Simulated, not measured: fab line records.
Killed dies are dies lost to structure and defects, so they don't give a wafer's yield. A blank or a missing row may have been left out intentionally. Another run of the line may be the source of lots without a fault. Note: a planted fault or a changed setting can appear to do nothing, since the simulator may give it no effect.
Comparing a struck lot with a sound one :: flow nandHarc :: 14 steps out of a route of 1302
Sound: these wafers, L405.1, L405.2, L405.4. Struck: wafers L418.1, L418.4, L418.5. At the end, the cause is stated.
For every step that has rows: the tool of each side, followed by ch and its chambers, followed by its first start. Under that, the readings that differ: sound wafers :: struck wafers :: difference of the means :: sigmas: that difference in standard deviations of wafers without a fault.
alike: a reading whose means differ by less than 2 such deviations, as well as words and numbers matching on both sides. not compared: withheld readings; readings where some wafer has no value; bounds like >300 that might hide an equal value; numbers whose values overlap and for which the record gives no deviation.
Wherever a step has rows on one side only, a row that says differs or no value, or a row with sigmas, the two part there. Non-overlapping numbers with no deviation appear without sigmas and do not part them. A reading that every wafer of one side lacks parts them only if that side has two wafers or more.

first, 8 steps without rows for these wafers: NHARC_A_STAIRCASE_HMDS_02 (time 30 s); NHARC_A_STAIRCASE_COAT_03; NHARC_A_STAIRCASE_SOFTBAKE_04 (time 170 s); NHARC_A_STAIRCASE_EBR_05; NHARC_A_STAIRCASE_EXPOSE_06 (exposes mask STAIR); NHARC_A_STAIRCASE_PEB_07 (peb time 130 s); NHARC_A_STAIRCASE_DEVELOP_08 (time 140 s); NHARC_A_STAIRCASE_HARDBAKE_10 (time 140 s).
NHARC_A_STAIRCASE_DESCUM_11: chemistry O2, time 3 s.
  sound on rieDiel-09 ch 0,1,3, day 17 15:49; struck on rieDiel-09 ch 1,3, day 23 00:17
  alike: drypumpMotorCurrentA, oesProductAu, rfVppV, showerheadPlenumPTorr, throttleValvePct
  not compared: rfHoursCounterH
NHARC_A_STAIRCASE_TRIM_12: chemistry O2, time 211.2 s.
  sound on rieDiel-09 ch 0,2,3, day 17 15:53; struck on rieDiel-09 ch 0,1,2, day 23 00:23
  alike: chamberPressureMTorr, drypumpMotorCurrentA, oesProductAu, rfVppV, showerheadPlenumPTorr, throttleValvePct
  not compared: rfHoursCounterH
NHARC_A_STAIRCASE_ETCH_13: etches the open film in C4F8/O2, target depth 100 nm, time 40.5 s.
  sound on rieDiel-09 ch 0,2,3; struck on rieDiel-09 ch 0,3
  alike: oesProductAu, rfVppV
  not compared: rfHoursCounterH
NHARC_A_STAIRCASE_TRIM_14: chemistry O2, time 211.2 s.
  sound on rieDiel-09 ch 0,2,3, day 17 16:08; struck on rieDiel-09 ch 2,3, day 23 01:07
  no value came back on the struck wafers for any of 8 readings (biasW (W), chamberPressureMTorr (mTorr) and others); on the sound wafers biasW (W) reads 0 0 0
NHARC_A_STAIRCASE_ETCH_15: etches the open film in C4F8/O2, target depth 100 nm, time 40.5 s.
  sound on rieDiel-09 ch 0,2,3; struck on rieDiel-09 ch 0,1
  alike: oesProductAu, rfVppV
  not compared: rfHoursCounterH
-- break in the record here, with 9 days between the starts of the struck wafers on either side (left off in module A_STAIRCASE, picked up again in module END, where the first step shown is number 1302 on the route) --
NHARC_END_SORT_01:
  the record has rows for the struck wafers here (prober-02 ch 0, day 31 19:54) and none for the sound ones

== WHERE THEY PART ==
Last at NHARC_END_SORT_01 as far as this record goes, first at NHARC_A_STAIRCASE_TRIM_14.

WHY: what had been put in by the simulator
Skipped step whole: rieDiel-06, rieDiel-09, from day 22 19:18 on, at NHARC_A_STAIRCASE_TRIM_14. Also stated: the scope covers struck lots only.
